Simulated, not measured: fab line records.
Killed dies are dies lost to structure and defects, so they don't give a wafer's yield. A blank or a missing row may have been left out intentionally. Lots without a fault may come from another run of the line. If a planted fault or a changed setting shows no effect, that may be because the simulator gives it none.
fab line records / flow nandHarc
record lots=6 wafers=18 lastDay=33
route steps=1302 shown A_CONTACT@1022 END@1302
lots that met no fault: taken from a fault-free run of the same line
startH: the number of hours between the record's first day and the start of the first shown wafer of the lot / waitH: hours since the lot's step before / " same as the row above / L1.1+2: one row covering several wafers at once / - value missing, or start not given / * or withheld: withheld / < > ~ a bound
route shown NAME@n: a module of which the file shows steps, and the number in the route of the first / usual: mean/standard deviation of fault-free wafers / same: alike in all rows / chamber/n: place in a boat / sites: readings site by site / _std_site: their standard deviation / _edge_site: mean of outer sites minus mean of inner sites / radiusMm: for every site, how far away it sits from the centre of the wafer / mask NAME#n: copy n / behind: the most recent tool/chamber to have shaped the wafer / hold: what put the lot on hold/how long, in hours/how the hold closed / device: the transistor (n, p or np) that didn't switch / end of line: tests of these same wafers at the route's end / where a step has no rows: the recipe by itself / killed: the dies lost at the first sort to structure and to defects; this is not the yield of the wafer / map: the dies of a wafer, with x for killed, . for not killed, _ for no die there
set.NAME: the run value of the setting; set.NAME@STEP: its run value at that earlier step / model.NAME: the simulator's own value behind a step, which no gauge read
lots seen at some steps along the route; tables by step, rows by wafer
services: from which hour (startH, from the record's first day; less than 0 if before it) a tool's chamber was out of use, for how many hours, and why
## steps
# step NHARC_A_CONTACT_STRIP_100
# recipe cf4FlowSccm=100 chf3FlowSccm=30 arFlowSccm=0 biasW=0 chemistry=CF4/CHF3
# step NHARC_A_CONTACT_STRIP_101
# recipe o2FlowSccm=400 cosFlowSccm=20 arFlowSccm=0 biasW=0 chemistry=O2/COS
# step NHARC_A_CONTACT_ETCH_102
# recipe targetDepthA=1000 overetchA=100 timeS=55 ionEnergyEv=100 cf4FlowSccm=80 o2FlowSccm=20 arFlowSccm=0 rfW=300 biasW=100 chemistry=CF4/O2
# usual drypumpMotorCurrentA=5.8/0.45 oesProductAu=1.000/0.0066 rfFwdPowerW=297.0/1.2 rfVppV=197.9/1.5 showerheadPlenumPTorr=1.34/0.063 throttleValvePct=13.397/0.009
lot.wafer=L616.2 tool=rieDiel-07 chamber=2 startH=578.99 waitH=0.1 drypumpMotorCurrentA=6.2 oesProductAu=1.006 rfFwdPowerW=298.0 rfHoursCounterH=41 rfVppV=198.4 showerheadPlenumPTorr=1.44 throttleValvePct=13.389
lot.wafer=L616.3 tool=rieDiel-07 chamber=1 startH=578.99 waitH=0.1 drypumpMotorCurrentA=5.4 oesProductAu=1.010 rfFwdPowerW=297.5 rfHoursCounterH=36 rfVppV=199.3 showerheadPlenumPTorr=1.36 throttleValvePct=13.385
lot.wafer=L616.4 tool=rieDiel-07 chamber=0 startH=578.99 waitH=0.1 drypumpMotorCurrentA=6.5 oesProductAu=1.005 rfFwdPowerW=295.7 rfHoursCounterH=- rfVppV=195.7 showerheadPlenumPTorr=1.24 throttleValvePct=13.413
lot.wafer=L622.4 tool=rieDiel-07 chamber=3 startH=628.66 waitH=0.1 drypumpMotorCurrentA=5.8 oesProductAu=1.008 rfFwdPowerW=295.3 rfHoursCounterH=54 rfVppV=194.5 showerheadPlenumPTorr=1.26 throttleValvePct=13.405
lot.wafer=L622.5 tool=rieDiel-07 chamber=3 startH=628.66 waitH=0.1 drypumpMotorCurrentA=5.9 oesProductAu=1.009 rfFwdPowerW=294.0 rfHoursCounterH=- rfVppV=196.7 showerheadPlenumPTorr=1.26 throttleValvePct=13.390
lot.wafer=L622.6 tool=rieDiel-07 chamber=0 startH=628.66 waitH=0.1 drypumpMotorCurrentA=6.4 oesProductAu=1.009 rfFwdPowerW=296.8 rfHoursCounterH=- rfVppV=195.6 showerheadPlenumPTorr=1.23 throttleValvePct=13.396
lot.wafer=L626.3 tool=rieDiel-12 chamber=2 startH=676.06 waitH=0.1 drypumpMotorCurrentA=5.6 oesProductAu=1.010 rfFwdPowerW=296.0 rfHoursCounterH=7 rfVppV=198.9 showerheadPlenumPTorr=1.32 throttleValvePct=13.408
lot.wafer=L626.2 tool=rieDiel-12 chamber=3 startH=676.06 waitH=0.1 drypumpMotorCurrentA=6.5 oesProductAu=1.000 rfFwdPowerW=295.2 rfHoursCounterH=9 rfVppV=199.0 showerheadPlenumPTorr=1.37 throttleValvePct=13.396
lot.wafer=L626.6 tool=rieDiel-12 chamber=1 startH=676.06 waitH=0.1 drypumpMotorCurrentA=5.7 oesProductAu=0.987 rfFwdPowerW=296.7 rfHoursCounterH=- rfVppV=199.2 showerheadPlenumPTorr=1.39 throttleValvePct=13.395
lot.wafer=L627.1 tool=rieDiel-12 chamber=1 startH=676.89 waitH=0.1 drypumpMotorCurrentA=5.7 oesProductAu=0.989 rfFwdPowerW=296.1 rfHoursCounterH=8 rfVppV=198.1 showerheadPlenumPTorr=1.39 throttleValvePct=13.394
lot.wafer=L627.5 tool=rieDiel-12 chamber=1 startH=676.89 waitH=0.1 drypumpMotorCurrentA=5.7 oesProductAu=0.998 rfFwdPowerW=295.9 rfHoursCounterH=- rfVppV=199.6 showerheadPlenumPTorr=1.39 throttleValvePct=13.412
lot.wafer=L627.6 tool=rieDiel-12 chamber=2 startH=676.89 waitH=0.1 drypumpMotorCurrentA=5.6 oesProductAu=1.003 rfFwdPowerW=297.1 rfHoursCounterH=- rfVppV=198.5 showerheadPlenumPTorr=1.32 throttleValvePct=13.399
lot.wafer=L629.3 tool=rieDiel-04 chamber=3 startH=684.57 waitH=0.1 drypumpMotorCurrentA=5.4 oesProductAu=0.995 rfFwdPowerW=295.7 rfHoursCounterH=49 rfVppV=196.5 showerheadPlenumPTorr=1.29 throttleValvePct=13.395
lot.wafer=L629.4 tool=rieDiel-04 chamber=0 startH=684.57 waitH=0.1 drypumpMotorCurrentA=5.4 oesProductAu=1.002 rfFwdPowerW=296.8 rfHoursCounterH=48 rfVppV=199.3 showerheadPlenumPTorr=1.44 throttleValvePct=13.404
lot.wafer=L629.2 tool=rieDiel-04 chamber=2 startH=684.57 waitH=0.1 drypumpMotorCurrentA=6.0 oesProductAu=0.989 rfFwdPowerW=297.5 rfHoursCounterH=49 rfVppV=196.7 showerheadPlenumPTorr=1.25 throttleValvePct=13.399
lot.wafer=L632.1 tool=rieDiel-07 chamber=1 startH=734.38 waitH=0.1 drypumpMotorCurrentA=5.4 oesProductAu=1.004 rfFwdPowerW=295.6 rfHoursCounterH=21 rfVppV=198.6 showerheadPlenumPTorr=1.35 throttleValvePct=13.395
lot.wafer=L632.3 tool=rieDiel-07 chamber=2 startH=734.38 waitH=0.1 drypumpMotorCurrentA=6.2 oesProductAu=0.994 rfFwdPowerW=297.2 rfHoursCounterH=29 rfVppV=199.3 showerheadPlenumPTorr=1.42 throttleValvePct=13.411
lot.wafer=L632.5 tool=rieDiel-07 chamber=1 startH=734.38 waitH=0.1 drypumpMotorCurrentA=5.3 oesProductAu=0.987 rfFwdPowerW=295.8 rfHoursCounterH=- rfVppV=198.4 showerheadPlenumPTorr=1.35 throttleValvePct=13.401
# step NHARC_A_CONTACT_STRIP_55
# recipe o2FlowSccm=500 arFlowSccm=0 biasW=0 chemistry=O2
# usual drypumpMotorCurrentA=5.9/0.44 oesProductAu=0.999/0.007 rfVppV=57.7/0.88 showerheadPlenumPTorr=3.54/0.16 throttleValvePct=17.037/0.0086
lot.wafer=L616.3 tool=rieDiel-07 chamber=1 startH=- waitH=- drypumpMotorCurrentA=5.4 oesProductAu=1.005 rfHoursCounterH=36 rfVppV=56.7 showerheadPlenumPTorr=3.59 throttleValvePct=17.039
lot.wafer=L616.2 tool=rieDiel-07 chamber=2 startH=- waitH=- drypumpMotorCurrentA=6.2 oesProductAu=0.996 rfHoursCounterH=41 rfVppV=58.2 showerheadPlenumPTorr=3.78 throttleValvePct=17.029
lot.wafer=L616.4 tool=rieDiel-07 chamber=2 startH=- waitH=- drypumpMotorCurrentA=6.2 oesProductAu=1.002 rfHoursCounterH=- rfVppV=59.0 showerheadPlenumPTorr=3.78 throttleValvePct=17.046
lot.wafer=L622.4 tool=rieDiel-07 chamber=0 startH=- waitH=- drypumpMotorCurrentA=6.5 oesProductAu=1.001 rfHoursCounterH=48 rfVppV=57.2 showerheadPlenumPTorr=3.27 throttleValvePct=17.039
lot.wafer=L622.5 tool=rieDiel-07 chamber=3 startH=- waitH=- drypumpMotorCurrentA=5.8 oesProductAu=1.002 rfHoursCounterH=- rfVppV=57.1 showerheadPlenumPTorr=3.33 throttleValvePct=17.023
lot.wafer=L622.6 tool=rieDiel-07 chamber=0 startH=- waitH=- drypumpMotorCurrentA=6.5 oesProductAu=0.992 rfHoursCounterH=- rfVppV=56.6 showerheadPlenumPTorr=3.27 throttleValvePct=17.044
lot.wafer=L626.3 tool=rieDiel-12 chamber=3 startH=- waitH=- drypumpMotorCurrentA=6.6 oesProductAu=0.997 rfHoursCounterH=9 rfVppV=58.7 showerheadPlenumPTorr=3.60 throttleValvePct=17.030
lot.wafer=L626.2 tool=rieDiel-12 chamber=1 startH=- waitH=- drypumpMotorCurrentA=5.7 oesProductAu=0.996 rfHoursCounterH=8 rfVppV=57.9 showerheadPlenumPTorr=3.68 throttleValvePct=17.025
lot.wafer=L626.6 tool=rieDiel-12 chamber=3 startH=- waitH=- drypumpMotorCurrentA=6.6 oesProductAu=0.999 rfHoursCounterH=- rfVppV=57.7 showerheadPlenumPTorr=3.60 throttleValvePct=17.038
lot.wafer=L627.1 tool=rieDiel-12 chamber=1 startH=- waitH=- drypumpMotorCurrentA=5.7 oesProductAu=0.990 rfHoursCounterH=8 rfVppV=58.5 showerheadPlenumPTorr=3.68 throttleValvePct=17.046
lot.wafer=L627.6 tool=rieDiel-12 chamber=1 startH=- waitH=- drypumpMotorCurrentA=5.7 oesProductAu=0.992 rfHoursCounterH=- rfVppV=57.4 showerheadPlenumPTorr=3.68 throttleValvePct=17.046
lot.wafer=L627.5 tool=rieDiel-12 chamber=2 startH=- waitH=- drypumpMotorCurrentA=5.6 oesProductAu=0.995 rfHoursCounterH=- rfVppV=56.7 showerheadPlenumPTorr=3.49 throttleValvePct=17.027
lot.wafer=L629.3 tool=rieDiel-04 chamber=3 startH=- waitH=- drypumpMotorCurrentA=5.4 oesProductAu=1.003 rfHoursCounterH=49 rfVppV=57.3 showerheadPlenumPTorr=3.42 throttleValvePct=17.032
lot.wafer=L629.2 tool=rieDiel-04 chamber=0 startH=- waitH=- drypumpMotorCurrentA=5.4 oesProductAu=0.998 rfHoursCounterH=48 rfVppV=58.5 showerheadPlenumPTorr=3.78 throttleValvePct=17.038
lot.wafer=L629.4 tool=rieDiel-04 chamber=2 startH=- waitH=- drypumpMotorCurrentA=6.0 oesProductAu=1.005 rfHoursCounterH=49 rfVppV=57.9 showerheadPlenumPTorr=3.31 throttleValvePct=17.045
lot.wafer=L632.1 tool=rieDiel-07 chamber=1 startH=- waitH=- drypumpMotorCurrentA=5.4 oesProductAu=1.001 rfHoursCounterH=21 rfVppV=59.1 showerheadPlenumPTorr=3.56 throttleValvePct=17.029
lot.wafer=L632.3 tool=rieDiel-07 chamber=3 startH=- waitH=- drypumpMotorCurrentA=5.8 oesProductAu=1.008 rfHoursCounterH=28 rfVppV=57.9 showerheadPlenumPTorr=3.32 throttleValvePct=17.039
lot.wafer=L632.5 tool=rieDiel-07 chamber=3 startH=- waitH=- drypumpMotorCurrentA=5.9 oesProductAu=0.996 rfHoursCounterH=- rfVppV=57.0 showerheadPlenumPTorr=3.31 throttleValvePct=17.035
# step NHARC_A_CONTACT_STRIP_56
# recipe timeS=600 tempC=30 chemistry=postEtchResidueRemover
# step NHARC_A_CONTACT_DEP_57
# recipe targetThkA=53000 tempC=400 material=aC
# usual throttleValvePct=35.002/0.0096
lot.wafer=L616.2 tool=aclDep-01 chamber=0 startH=582.85 waitH=- throttleValvePct=35.001
lot.wafer=L616.3 tool=aclDep-01 chamber=0 startH=582.85 waitH=- throttleValvePct=35.010
lot.wafer=L616.4 tool=aclDep-01 chamber=0 startH=582.85 waitH=- throttleValvePct=35.010
lot.wafer=L622.4 tool=aclDep-02 chamber=0 startH=630.89 waitH=- throttleValvePct=34.995
lot.wafer=L622.5 tool=aclDep-02 chamber=0 startH=630.89 waitH=- throttleValvePct=34.994
lot.wafer=L622.6 tool=aclDep-02 chamber=0 startH=630.89 waitH=- throttleValvePct=34.994
lot.wafer=L627.1 tool=aclDep-02 chamber=0 startH=683.06 waitH=- throttleValvePct=35.015
lot.wafer=L627.5 tool=aclDep-02 chamber=0 startH=685.25 waitH=- throttleValvePct=35.003
lot.wafer=L627.6 tool=aclDep-02 chamber=0 startH=685.25 waitH=- throttleValvePct=35.005
lot.wafer=L626.2 tool=aclDep-01 chamber=0 startH=683.27 waitH=- throttleValvePct=35.006
lot.wafer=L626.3 tool=aclDep-01 chamber=0 startH=683.27 waitH=- throttleValvePct=35.009
lot.wafer=L626.6 tool=aclDep-01 chamber=0 startH=685.43 waitH=- throttleValvePct=34.991
lot.wafer=L629.2 tool=aclDep-02 chamber=0 startH=690.13 waitH=- throttleValvePct=35.020
lot.wafer=L629.3 tool=aclDep-02 chamber=0 startH=690.13 waitH=- throttleValvePct=34.990
lot.wafer=L629.4 tool=aclDep-02 chamber=0 startH=690.13 waitH=- throttleValvePct=35.001
lot.wafer=L632.1 tool=aclDep-01 chamber=0 startH=735.10 waitH=- throttleValvePct=35.025
lot.wafer=L632.3 tool=aclDep-01 chamber=0 startH=736.20 waitH=- throttleValvePct=35.019
lot.wafer=L632.5 tool=aclDep-01 chamber=0 startH=737.30 waitH=- throttleValvePct=35.002
# step NHARC_A_CONTACT_DEP_58
# recipe targetThkA=900 targetThkNm=90 tempC=400 pressureTorr=3.5 flowSccm=200 rfW=350 material=SiON
# usual heaterPowerOuterW=446/46 heaterPowerW=750/75 rfFwdPowerW=348.4/1.2
lot.wafer=L616.2 tool=pecvd-01 chamber=0 startH=585.59 waitH=2.2 heaterPowerOuterW=557 heaterPowerW=911 rfFwdPowerW=347.0
lot.wafer=L616.3 tool=pecvd-01 chamber=1 startH=585.59 waitH=2.2 heaterPowerOuterW=458 heaterPowerW=805 rfFwdPowerW=349.4
lot.wafer=L616.4 tool=pecvd-01 chamber=2 startH=585.59 waitH=2.2 heaterPowerOuterW=458 heaterPowerW=785 rfFwdPowerW=348.2
lot.wafer=L622.4 tool=pecvd-03 chamber=1 startH=632.57 waitH=1.2 heaterPowerOuterW=390 heaterPowerW=691 rfFwdPowerW=349.3
lot.wafer=L622.6 tool=pecvd-03 chamber=2 startH=632.57 waitH=1.2 heaterPowerOuterW=473 heaterPowerW=791 rfFwdPowerW=347.2
lot.wafer=L622.5 tool=pecvd-03 chamber=0 startH=632.57 waitH=1.2 heaterPowerOuterW=412 heaterPowerW=703 rfFwdPowerW=349.0
lot.wafer=L626.2 tool=pecvd-03 chamber=2 startH=686.07 waitH=2.3 heaterPowerOuterW=407 heaterPowerW=695 rfFwdPowerW=348.7
lot.wafer=L626.3 tool=pecvd-03 chamber=0 startH=686.07 waitH=2.3 heaterPowerOuterW=391 heaterPowerW=659 rfFwdPowerW=348.1
lot.wafer=L626.6 tool=pecvd-03 chamber=0 startH=686.07 waitH=2.3 heaterPowerOuterW=396 heaterPowerW=682 rfFwdPowerW=348.9
lot.wafer=L627.1 tool=pecvd-01 chamber=1 startH=686.39 waitH=2.8 heaterPowerOuterW=493 heaterPowerW=816 rfFwdPowerW=348.6
lot.wafer=L627.6 tool=pecvd-01 chamber=0 startH=686.39 waitH=2.8 heaterPowerOuterW=525 heaterPowerW=905 rfFwdPowerW=347.4
lot.wafer=L627.5 tool=pecvd-01 chamber=1 startH=686.39 waitH=2.8 heaterPowerOuterW=471 heaterPowerW=823 rfFwdPowerW=348.1
lot.wafer=L629.2 tool=pecvd-02 chamber=0 startH=692.86 waitH=2.2 heaterPowerOuterW=411 heaterPowerW=657 rfFwdPowerW=347.9
lot.wafer=L629.3 tool=pecvd-02 chamber=2 startH=692.86 waitH=2.2 heaterPowerOuterW=464 heaterPowerW=819 rfFwdPowerW=349.6
lot.wafer=L629.4 tool=pecvd-02 chamber=1 startH=692.86 waitH=2.2 heaterPowerOuterW=418 heaterPowerW=710 rfFwdPowerW=347.9
lot.wafer=L632.3 tool=pecvd-02 chamber=2 startH=738.42 waitH=1.7 heaterPowerOuterW=462 heaterPowerW=799 rfFwdPowerW=351.1
lot.wafer=L632.1 tool=pecvd-02 chamber=0 startH=738.42 waitH=1.7 heaterPowerOuterW=417 heaterPowerW=663 rfFwdPowerW=347.8
lot.wafer=L632.5 tool=pecvd-02 chamber=2 startH=738.42 waitH=1.7 heaterPowerOuterW=446 heaterPowerW=812 rfFwdPowerW=349.9
# step NHARC_A_CONTACT_DEHYDRATE_59
# recipe tempC=150 timeS=120
# step NHARC_A_CONTACT_HMDS_60
# recipe timeS=30
# step NHARC_A_CONTACT_COAT_61
# recipe tempC=260 timeS=75
# step NHARC_A_CONTACT_COAT_62
# recipe tempC=225 timeS=65
# step NHARC_A_CONTACT_COAT_63
# recipe spinRpm=1500 resistThkNm=90
# step NHARC_A_CONTACT_SOFTBAKE_64
# recipe tempC=105 timeS=55
# usual heaterPowerTotalW=188.45/0.14
lot.wafer=L616.2 tool=lithoTrack-04 chamber=0 startH=585 waitH=- heaterPowerTotalW=188.36
lot.wafer=L616.3 tool=lithoTrack-04 chamber=0 startH=585 waitH=- heaterPowerTotalW=188.62
lot.wafer=L616.4 tool=lithoTrack-04 chamber=0 startH=585 waitH=- heaterPowerTotalW=188.35
lot.wafer=L622.4 tool=lithoTrack-01 chamber=0 startH=632 waitH=- heaterPowerTotalW=188.80
lot.wafer=L622.5 tool=lithoTrack-01 chamber=0 startH=632 waitH=- heaterPowerTotalW=188.62
lot.wafer=L622.6 tool=lithoTrack-01 chamber=0 startH=632 waitH=- heaterPowerTotalW=188.43
lot.wafer=L626.2 tool=lithoTrack-04 chamber=0 startH=686 waitH=- heaterPowerTotalW=199.42
lot.wafer=L626.3 tool=lithoTrack-04 chamber=0 startH=686 waitH=- heaterPowerTotalW=199.44
lot.wafer=L626.6 tool=lithoTrack-04 chamber=0 startH=686 waitH=- heaterPowerTotalW=199.50
lot.wafer=L627.1 tool=lithoTrack-04 chamber=0 startH=686 waitH=- heaterPowerTotalW=199.29
lot.wafer=L627.5 tool=lithoTrack-04 chamber=0 startH=686 waitH=- heaterPowerTotalW=199.33
lot.wafer=L627.6 tool=lithoTrack-04 chamber=0 startH=686 waitH=- heaterPowerTotalW=199.31
lot.wafer=L629.2 tool=lithoTrack-06 chamber=0 startH=693 waitH=- heaterPowerTotalW=188.26
lot.wafer=L629.3 tool=lithoTrack-06 chamber=0 startH=693 waitH=- heaterPowerTotalW=188.57
lot.wafer=L629.4 tool=lithoTrack-06 chamber=0 startH=693 waitH=- heaterPowerTotalW=188.74
lot.wafer=L632.1 tool=lithoTrack-01 chamber=0 startH=738 waitH=- heaterPowerTotalW=188.32
lot.wafer=L632.3 tool=lithoTrack-01 chamber=0 startH=738 waitH=- heaterPowerTotalW=188.70
lot.wafer=L632.5 tool=lithoTrack-01 chamber=0 startH=738 waitH=- heaterPowerTotalW=188.34
# step NHARC_A_CONTACT_EBR_65
# step NHARC_END_SORT_01
# recipe tempC=25
# usual killedAtArray=56/19 killedAtOther=1.0/1.5 killedAtPeriphery=3.4/2.4 killedDies=60/19 killedOpen=3.3/1.8 killedShort=2.4/1.7
# same grossDies=677
lot.wafer=L632.1 tool=prober-02 chamber=0 startH=794.77 waitH=2.5 killedAtArray=37 killedAtOther=4 killedAtPeriphery=1 killedDies=42 killedOpen=2 killedShort=3
lot.wafer=L632.3 tool=prober-02 chamber=0 startH=796.40 waitH=3.1 killedAtArray=48 killedAtOther=4 killedAtPeriphery=5 killedDies=57 killedOpen=5 killedShort=3
lot.wafer=L632.5 tool=prober-02 chamber=0 startH=798.03 waitH=3.8 killedAtArray=45 killedAtOther=1 killedAtPeriphery=5 killedDies=51 killedOpen=6 killedShort=0
# killed by level:class
L632.1 A_SLIT:chamberFilmFlake=17 A_CHANNEL_HOLE_D1:chamberFilmFlake=7 THIN_TSV:chamberFilmFlake=4 A_CONTACT:chamberFilmFlake=3 A_SOURCE_PLATE:geometricParticle:open=1 A_CHANNEL_FILL_D1:geometricParticle:short=1 A_CHANNEL_FILL_D2:geometricParticle:short=1 A_SGD_CUT:geometricParticle:short=1
L632.3 A_SLIT:chamberFilmFlake=16 A_CHANNEL_HOLE_D1:chamberFilmFlake=10 A_CONTACT:chamberFilmFlake=9 THIN_TSV:chamberFilmFlake=4 P_GATE:chamberFilmFlake=3 A_STAIRCASE:chamberFilmFlake=3 A_DECK1_JOINT:chamberFilmFlake=3 A_CHANNEL_FILL_D2:geometricParticle:open=2
L632.5 A_SLIT:chamberFilmFlake=17 A_CHANNEL_HOLE_D1:chamberFilmFlake=8 A_CONTACT:chamberFilmFlake=6 P_GATE:chamberFilmFlake=3 A_STAIRCASE:chamberFilmFlake=3 A_CHANNEL_FILL_D1:geometricParticle:open=2 P_STI:chamberFilmFlake=2 A_DECK1_JOINT:chamberFilmFlake=2
## services
tool=aclDep-01 chamber=- startH=555.38 hours=13.0 kind=pm
tool=rieDiel-07 chamber=3 startH=569.64 hours=11.1 kind=repair
tool=rieDiel-12 chamber=0 startH=580.54 hours=3.8 kind=repair
tool=pecvd-02 chamber=- startH=589.48 hours=13.0 kind=pm
tool=aclDep-02 chamber=- startH=608.32 hours=13.0 kind=pm
tool=rieDiel-12 chamber=- startH=622.56 hours=9.0 kind=pm
tool=pecvd-01 chamber=2 startH=640.48 hours=4.6 kind=repair
tool=rieDiel-07 chamber=- startH=648.24 hours=9.0 kind=pm
tool=pecvd-01 chamber=- startH=664.34 hours=1.3 kind=repair
tool=pecvd-01 chamber=- startH=673.33 hours=13.0 kind=pm
tool=pecvd-02 chamber=- startH=676.74 hours=2.2 kind=repair
tool=lithoTrack-01 chamber=- startH=680.00 hours=7.0 kind=pm
tool=pecvd-03 chamber=0 startH=688.86 hours=5.1 kind=repair
tool=pecvd-01 chamber=2 startH=699.09 hours=17.4 kind=repair
tool=pecvd-03 chamber=0 startH=700.78 hours=5.7 kind=repair
tool=pecvd-01 chamber=- startH=713.19 hours=0.6 kind=repair
tool=rieDiel-12 chamber=1 startH=719.57 hours=3.3 kind=repair
tool=rieDiel-12 chamber=2 startH=720.50 hours=7.4 kind=repair
tool=rieDiel-04 chamber=- startH=721.82 hours=9.0 kind=pm
tool=rieDiel-12 chamber=0 startH=723.05 hours=6.6 kind=repair
tool=rieDiel-07 chamber=1 startH=723.88 hours=8.8 kind=repair
tool=lithoTrack-04 chamber=- startH=728.00 hours=7.0 kind=pm
tool=rieDiel-07 chamber=0 startH=730.48 hours=4.2 kind=repair
tool=aclDep-01 chamber=- startH=738.40 hours=13.0 kind=pm
## key
firstSign step=NHARC_A_CONTACT_SOFTBAKE_64 reading=heaterPowerTotalW direction=up sigmas=80 usual=* struck=*
effect none on later readings
metAt NHARC_A_CONTACT_SOFTBAKE_64
struckWafers L626.2,L626.3,L626.6,L627.1,L627.5,L627.6
testerLeftOut L626,L627
onsetBetween 585 686
fault kind=processParameterDrift tool=lithoTrack-04 chamber=- onsetH=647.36 steps=NHARC_A_CONTACT_SOFTBAKE_64 channel=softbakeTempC offset=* shape=step endH=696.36 actsIn=* stated=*
# testerLeftOut: of these lots the tester's yield and bins aren't shown, on N5 and GAA mostly nor the transistor test; their killed dies are dies lost to structure and defects alone, not to doping, threshold or leakage, so they don't give the yield
